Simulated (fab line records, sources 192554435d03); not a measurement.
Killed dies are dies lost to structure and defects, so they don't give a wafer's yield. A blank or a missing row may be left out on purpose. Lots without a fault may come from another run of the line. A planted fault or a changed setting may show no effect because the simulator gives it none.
fab line records | flow n5_finfet
record lots=4 wafers=11 last_day=17
route steps=1938 shown BEOL_M7@1325 BEOL_M8@1332 PASSIVATION@1936
lots that met no fault: from a run of the same line without faults
start_h: hours from the record's first day to the start of the lot's first wafer shown | wait_h: hours since the lot's step before | " the same as in the row above | L1.1+2: a row that stands for several wafers | - no value, or no start given | * or withheld: withheld | < > ~ a bound
route shown NAME@n: a module of which the file shows steps, and the number in the route of the first | usual: mean/standard deviation of fault-free wafers | same: alike in all rows | chamber/n: place in a boat | sites: the reading at each site | _std_site: their standard deviation | _edge_site: outer sites' mean less inner sites' | radius_mm: how far each site lies from the wafer's centre | mask NAME#n: copy n | behind: the tool/chamber that last shaped the wafer | hold: why the lot was held/for how many hours/how that ended | device: the transistor (n, p or np) that didn't switch | end of line: the same wafers' tests at the end of the route | a step without rows: its recipe alone | killed: dies lost to structure and defects at the first sort, not the wafer's yield | map: a wafer's dies, x killed, . not, _ none there
set.NAME: the setting as run; set.NAME@STEP: as run at that earlier step | model.NAME: the simulator's own value behind a step, which no gauge read
lots at some steps of the route; a table a step, a row a wafer
services: from which hour (start_h, from the record's first day; less than 0 if before it) a tool's chamber was out of use, for how many hours, and why
## steps
# step N5_BEOL_M7_ANNEAL_51
# recipe temp_c=225 time_s=90 ambient=N2
# step N5_BEOL_M7_CMP_52
# recipe stop_on=SiCOH_lowk t_overpolish_s=6.9 down_force_psi=1 platen_rpm=50 clearing_platen_down_force_psi=1.5 clearing_platen_rpm=50 post_cmp_clean=cu_alkaline target_thk_nm=80 clearing_platen_pad_velocity_m_s=0.99484 pad_velocity_m_s=0.99484
# step N5_BEOL_M7_PRE_CLEAN_55
# recipe gas=NH3 time_s=15 temp_c=withheld rf_power_w=300
# step N5_BEOL_M7_DEP_56
# recipe material=SiCN target_thk_a=100 temp_c=withheld precursor=3MS/NH3 pressure_torr=3 rf_w=202 time_s=17.5
# step N5_BEOL_M8_ILD_DEP_00
# recipe material=SiCOH_lowk target_thk_a=1797.5 temp_c=300 precursor=DEMS/porogen pressure_torr=5 rf_w=500 time_s=33.4
# step N5_BEOL_M8_CURE_74
# recipe temp_c=385 time_s=240 ambient=He/Ar material=SiCOH_lowk
# step N5_BEOL_M8_PECVD_70
# recipe material=SiO2 target_thk_a=200 temp_c=400 precursor=TEOS/O2 pressure_torr=5.5 rf_w=450 teos_flow_sccm=53.8 gas=O2 flow_sccm=3000 time_s=22.7
# step N5_BEOL_M8_HM_DEP_02
# recipe material=TiN target_thk_a=200 temp_c=25 chamber_pressure_pa=0.49996
# step N5_BEOL_M8_COAT_59
# recipe resist=SOC temp_c=250 time_s=60 spin_rpm=1500 resist_thk_nm=100
# usual chill_plate_temp_C=23.01/0.11 dispense_pressure_kPa=46.6/1.6 spin_speed_rpm=1500.3/1.2
# columns lot.wafer tool chamber start_h wait_h chill_plate_temp_C dispense_pressure_kPa spin_speed_rpm model.SOC_of_BEOL_M8_COAT_59.thk_nm
L287.4 litho_track-02 0 259.07 0.1 23.06 49.0 1500.8 100.6
L287.6 " 0 " " 22.99 48.9 1498.7 100.6
L290.1 litho_track-04 0 269.12 0.1 23.21 45.0 1500.2 99.8
L290.2 " 0 " " 23.00 44.9 1499.9 99.6
L290.4 " 0 " " 23.04 44.9 1498.8 99.6
L299.1 litho_track-04 0 331.99 0.1 22.86 45.0 1413.3 103.2
L299.4 " 0 " " 23.07 45.0 1413.3 103
L299.6 " 0 " " 22.98 45.0 1414.8 103.2
L300.1 litho_track-04 0 332.36 0.1 23.11 45.0 1414.3 102.8
L300.2 " 0 " " 22.90 45.0 1414.6 102.8
L300.3 " 0 " " 22.98 45.0 1415.7 102.8
# step N5_BEOL_M8_COAT_60
# recipe resist=SiARC temp_c=220 time_s=60 spin_rpm=1500 resist_thk_nm=35
# step N5_BEOL_M8_COAT_05
# recipe resist=CAR-ArF spin_rpm=1500 resist_thk_nm=90
# step N5_BEOL_M8_EBR_07
# recipe solvent=PGMEA ebr_width_mm=1.5
# step N5_BEOL_M8_SOFTBAKE_06
# recipe temp_c=110 time_s=60 resist=CAR-ArF
# step N5_BEOL_M8_EXPOSE_08
# recipe mask_id=M8 na=1.35 source_shape=dipole sigma_inner=0.817 sigma_outer=0.97 polarization=te dose_mj=68.25
# step N5_BEOL_M8_PEB_09
# recipe peb_temp_c=withheld peb_time_s=60 resist=CAR-ArF
# step N5_BEOL_M8_DEVELOP_10
# recipe develop_time_s=30 developer=TMAH resist=CAR-ArF rinse_liquid=diw dry=air_spin dev_temp_c=23
# step N5_BEOL_M8_DESCUM_16
# recipe chemistry=O2 time_s=7.9 source_power_w=50 bias_power_w=20 pressure_mtorr=20 rf_frequency_hz=2.712e+07 temp_c=40 resist=CAR-ArF o2_flow_sccm=225
# step N5_BEOL_M8_ETCH_61
# recipe chemistry=CF4 target=SiARC target_depth_a=455 mask_material=CAR-ArF time_s=75.8 ion_energy_ev=80 pressure_mtorr=40 source_w=545 bias_w=36 Ar_flow_sccm=100 cf4_flow_sccm=100 ends=cleared
# step N5_BEOL_M8_ETCH_62
# recipe chemistry=N2/H2 target=SOC target_depth_a=1100 overetch_a=220 mask_material=SiARC temp_c=40 time_s=165 ion_energy_ev=200 pressure_mtorr=30 source_w=840 bias_w=150 n2_flow_sccm=200 h2_flow_sccm=200
# usual chamber_pressure_mTorr=30.000/0.026 drypump_motor_current_A=5.7/0.42 oes_product_au=0.70/0.046 rf_vpp_V=525.0/2.4 showerhead_plenum_p_Torr=2.58/0.086 throttle_valve_pct=17.75/0.29
# columns lot.wafer tool chamber start_h wait_h chamber_pressure_mTorr drypump_motor_current_A oes_product_au rf_hours_counter_h rf_vpp_V showerhead_plenum_p_Torr throttle_valve_pct model.etch.depth_nm
L287.4 rie_diel-03 3 259.62 0.0 30.030 5.6 0.68 80 525.4 2.58 17.76 100.6
L287.6 " 1 " " 29.979 5.7 0.74 - 527.8 2.68 17.47 100.7
L290.1 rie_diel-03 1 270.06 0.0 30.034 5.7 0.72 46 527.2 2.68 17.50 99.79
L290.2 " 2 " " 29.966 5.5 0.72 67 528.0 2.70 18.17 99.68
L290.4 " 0 " " 30.012 6.2 0.66 128 526.5 2.55 18.24 99.55
L299.1 rie_diel-06 3 332.61 0.0 30.002 5.8 0.67 126 527.5 2.66 17.65 103.2
L299.4 " 2 " " 30.009 5.1 0.69 82 525.4 2.58 17.58 103.1
L299.6 " 0 " " 30.028 6.2 0.67 - 527.0 2.68 17.56 103.3
L300.1 rie_diel-06 3 333.96 0.0 29.993 5.8 0.66 126 527.3 2.66 17.64 102.7
L300.2 " 1 " " 29.938 6.1 0.64 155 521.0 2.42 17.73 102.9
L300.3 " 0 " " 29.971 6.1 0.67 109 526.9 2.68 17.55 102.9
# step N5_BEOL_M8_STRIP_68
# recipe chemistry=N2/H2 temp_c=40 n2_flow_sccm=200 h2_flow_sccm=200 rf_frequency_hz=6e+07
# step N5_BEOL_M8_STRIP_67
# recipe chemistry=CF4 resist=SiARC power_w=300 bias_power_w=75 pressure_mtorr=50 cf4_flow_sccm=150 rf_frequency_hz=6e+07
# step N5_BEOL_M8_HM_OPEN_17
# recipe chemistry=Cl2/BCl3 target_depth_a=200 overetch_a=60 target=TiN mask_material=SOC ion_energy_ev=150 pressure_mtorr=10 icp_w=1000 bias_w=126 Cl2_flow_sccm=53.25 bcl3_flow_sccm=21.75 Ar_flow_sccm=25
# usual chamber_pressure_mTorr=10.000/0.0095 drypump_motor_current_A=5.64/0.22 oes_product_au=0.64/0.076 throttle_valve_pct=22.16/0.11
# columns lot.wafer tool chamber start_h wait_h chamber_pressure_mTorr drypump_motor_current_A oes_product_au rf_hours_counter_h throttle_valve_pct model.SOC_of_BEOL_M8_COAT_59.thk_nm
L287.4 rie_metal-01 1 259.84 0.1 10.003 5.65 0.81 - 22.27 92.6
L287.6 " 1 " " 9.998 5.65 0.79 - 22.29 92.6
L290.1 rie_metal-02 1 270.25 0.0 10.008 5.50 0.53 117 22.04 91.8
L290.2 " 0 " " 9.995 5.56 0.67 43 22.16 91.6
L290.4 " 0 " " 10.013 5.56 0.67 - 22.18 91.6
L299.1 rie_metal-01 0 332.80 0.0 9.990 6.00 0.58 84 22.22 95.4
L299.4 " 1 " " 9.998 5.66 0.77 - 22.28 95.2
L299.6 " 1 " " 9.985 5.65 0.76 - 22.28 95.4
L300.1 rie_metal-01 0 334.15 0.0 10.004 6.04 0.58 84 22.24 94.8
L300.2 " 1 " " 9.996 5.66 0.76 7 22.28 95
L300.3 " 0 " " 10.004 6.00 0.58 - 22.21 95
# step N5_BEOL_M8_STRIP_19
# recipe chemistry=O2 power_w=400 temp_c=40 pressure_mtorr=30 rf_frequency_hz=6e+07 bias_power_w=0 overash_fraction=0.2 o2_flow_sccm=225
# step N5_PASSIVATION_PROBE_49
# usual defect_limited_yield=91.2/1.5 killed_at_M0_to_M3=36/10 killed_at_M4_up=13/6 killed_at_contacts=11/5.2 killed_at_front_end=40/11 killed_at_other=3.1/2.9 killed_dies=104/17 killed_open=66/12 killed_short=34/7.7 sort_bin_5_function=5.1/0.91 sort_bin_6_memory=3.2/0.67 sort_bin_8_speed=0.00/0.0074 sort_n_pass=1076/17 sort_yield_pct=91.2/1.5
# same gross_dies=1180 killed_at_back_side=0 sort_bin_4_leakage[%]=0
# columns lot.wafer tool chamber start_h wait_h defect_limited_yield[%] killed_at_M0_to_M3 killed_at_M4_up killed_at_contacts killed_at_front_end killed_at_other killed_dies killed_open killed_short sort_bin_5_function[%] sort_bin_6_memory[%] sort_bin_8_speed[%] sort_n_pass sort_yield_pct[%]
L287.4 prober-02 - 327.35 0.3 92.8 41 10 7 27 0 85 63 19 4.7 2.4 0.08 1094 92.7
L287.6 prober-02 - 327.45 0.4 92.2 40 10 8 33 1 92 53 37 4.5 3.0 0 1088 92.2
L290.1 prober-02 - 344.51 0.0 90.4 52 13 6 40 2 113 68 42 6.0 3.4 0 1067 90.4
L290.2 prober-02 - 344.56 0.1 91.1 30 7 20 46 2 105 63 31 4.9 2.7 0 1075 91.1
L290.4 prober-02 - 344.66 0.2 92.6 36 7 12 32 0 87 54 32 4.2 2.9 0 1093 92.6
L300.1 prober-02 - 403.02 0.0 92.5 22 7 5 52 3 89 57 32 4.4 2.6 0 1091 92.5
L300.2 prober-02 - 403.07 0.1 91.9 19 15 2 54 5 95 62 33 5.1 2.9 0 1085 91.9
L300.3 prober-02 - 403.12 0.1 89.5 41 34 8 40 1 124 82 32 5.9 3.6 0 1056 89.5
L299.1 prober-01 - 403.87 0.0 90.8 36 13 15 41 3 108 72 34 5.5 3.2 0 1072 90.8
L299.4 prober-01 - 404.02 0.2 90.5 45 17 13 33 4 112 67 41 5.2 3.9 0 1068 90.5
L299.6 prober-01 - 404.12 0.3 89.2 37 6 15 64 6 128 81 38 7.1 2.9 0 1052 89.2
# killed by level:class
L287.4 BEOL_M0_SAQP:geometric_particle:open=15 STI_FIN_REVEAL:geometric_particle:open=13 BEOL_M1:geometric_particle:open=6 MOL_CONTACT_COAG:geometric_particle:open=5 BEOL_M0_SAQP:geometric_particle:short=5 BEOL_M4:geometric_particle:open=5 BEOL_M2:geometric_particle:open=4 BEOL_M3:geometric_particle:open=4
L287.6 BEOL_M0_SAQP:geometric_particle:short=12 MOL_CONTACT_COAG:geometric_particle:open=8 STI_FIN_REVEAL:geometric_particle:open=7 BEOL_M0_SAQP:geometric_particle:open=7 FIN_SAQP:geometric_particle:open=5 BEOL_M1:geometric_particle:open=5 BEOL_M2:geometric_particle:short=5 STI_FIN_REVEAL:geometric_particle:short=4
L290.1 BEOL_M0_SAQP:geometric_particle:open=16 BEOL_M0_SAQP:geometric_particle:short=14 FIN_SAQP:geometric_particle:short=12 STARTING-WAFER:geometric_particle:open=8 STI_FIN_REVEAL:geometric_particle:open=6 BEOL_M1:geometric_particle:open=6 BEOL_M5:geometric_particle:open=6 BEOL_M2:geometric_particle:open=5
L290.2 STI_FIN_REVEAL:geometric_particle:open=15 MOL_CONTACT_COAG:geometric_particle:open=14 HKMG_FIN:area_etch=9 BEOL_M0_SAQP:geometric_particle:open=8 FIN_SAQP:geometric_particle:short=6 MOL_CONTACT_COAG:geometric_particle:short=6 BEOL_M0_SAQP:geometric_particle:short=6 BEOL_M4:geometric_particle:open=6
L290.4 MOL_CONTACT_COAG:geometric_particle:open=10 FIN_SAQP:geometric_particle:short=9 BEOL_M1:geometric_particle:open=9 BEOL_M2:geometric_particle:open=9 FIN_SAQP:geometric_particle:open=5 BEOL_M0_SAQP:geometric_particle:short=5 BEOL_M0_SAQP:geometric_particle:open=4 STI_FIN_REVEAL:geometric_particle:open=3
L300.1 FIN_SAQP:geometric_particle:open=17 FIN_SAQP:geometric_particle:short=10 STI_FIN_REVEAL:geometric_particle:open=7 BEOL_M3:geometric_particle:open=6 BEOL_M2:geometric_particle:open=5 MOL_CONTACT_COAG:geometric_particle:open=4 BEOL_M0_SAQP:geometric_particle:short=4 BEOL_M4:geometric_particle:open=4
L300.2 FIN_SAQP:geometric_particle:open=13 FIN_SAQP:geometric_particle:short=11 BEOL_M4:geometric_particle:open=9 GATE_CUT:geometric_particle:short=8 BEOL_M1:geometric_particle:open=5 BEOL_M2:geometric_particle:open=5 BEOL_M4:geometric_particle:short=5 STI_FIN_REVEAL:geometric_particle:open=4
L300.3 BEOL_M4:geometric_particle:open=17 BEOL_M3:geometric_particle:open=10 HKMG_FIN:area_etch=10 FIN_SAQP:geometric_particle:open=9 BEOL_M0_SAQP:geometric_particle:short=9 BEOL_M0_SAQP:geometric_particle:open=8 BEOL_M2:geometric_particle:open=6 MOL_CONTACT_COAG:geometric_particle:open=6
L299.1 FIN_SAQP:geometric_particle:open=15 MOL_CONTACT_COAG:geometric_particle:open=14 BEOL_M2:geometric_particle:open=11 FIN_SAQP:geometric_particle:short=9 BEOL_M4:geometric_particle:open=7 BEOL_M0_SAQP:geometric_particle:short=5 BEOL_M1:geometric_particle:open=4 BEOL_M0_SAQP:geometric_particle:open=4
L299.4 BEOL_M2:geometric_particle:open=13 BEOL_M0_SAQP:geometric_particle:short=12 MOL_CONTACT_COAG:geometric_particle:open=11 FIN_SAQP:geometric_particle:open=9 FIN_SAQP:geometric_particle:short=6 BEOL_M3:geometric_particle:open=6 BEOL_M4:geometric_particle:open=5 BEOL_M1:geometric_particle:open=4
L299.6 FIN_SAQP:geometric_particle:short=16 FIN_SAQP:geometric_particle:open=12 MOL_CONTACT_COAG:geometric_particle:open=10 STI_FIN_REVEAL:geometric_particle:open=8 BEOL_M0:geometric_particle:open=8 BEOL_M1:geometric_particle:open=8 BEOL_M3:geometric_particle:open=7 BEOL_M2:geometric_particle:open=5
## services
# columns tool chamber start_h hours kind
rie_diel-03 2 246.73 2.6 repair
rie_metal-01 - 255.61 1.0 repair
rie_metal-02 1 290.19 - clean
rie_metal-02 1 290.19 33.3 scheduled_down
rie_metal-02 1 290.19 33.3 vent_cycle
rie_diel-06 - 307.32 2.8 pm
## key
first_sign step=N5_BEOL_M8_COAT_59 reading=spin_speed_rpm direction=down sigmas=73 usual=* struck=*
effect none on later readings
model_effect step=N5_BEOL_M8_COAT_59 value=SOC_of_BEOL_M8_COAT_59.thk_nm without=99.97 struck=103
model_effect step=N5_BEOL_M8_ETCH_62 value=etch.depth_nm without=99.99 struck=103
model_effect step=N5_BEOL_M8_HM_OPEN_17 value=SOC_of_BEOL_M8_COAT_59.thk_nm without=92.07 struck=95.13
met_at N5_BEOL_M8_COAT_59
struck_wafers L299.1,L299.4,L299.6,L300.1,L300.2,L300.3
baseline_loss step=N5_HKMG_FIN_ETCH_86 wafers=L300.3
onset_between 269.12 331.99
fault kind=process_parameter_drift tool=litho_track-04 chamber=- onset_h=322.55 steps=N5_BEOL_M8_COAT_59 channel=spin_rpm offset=* shape=step end_h=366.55 acts_in=* stated=*
# baseline_loss: these wafers lose ten dies or more at that step, a loss of the line's own and not of a fault; the sort's usual values leave them out
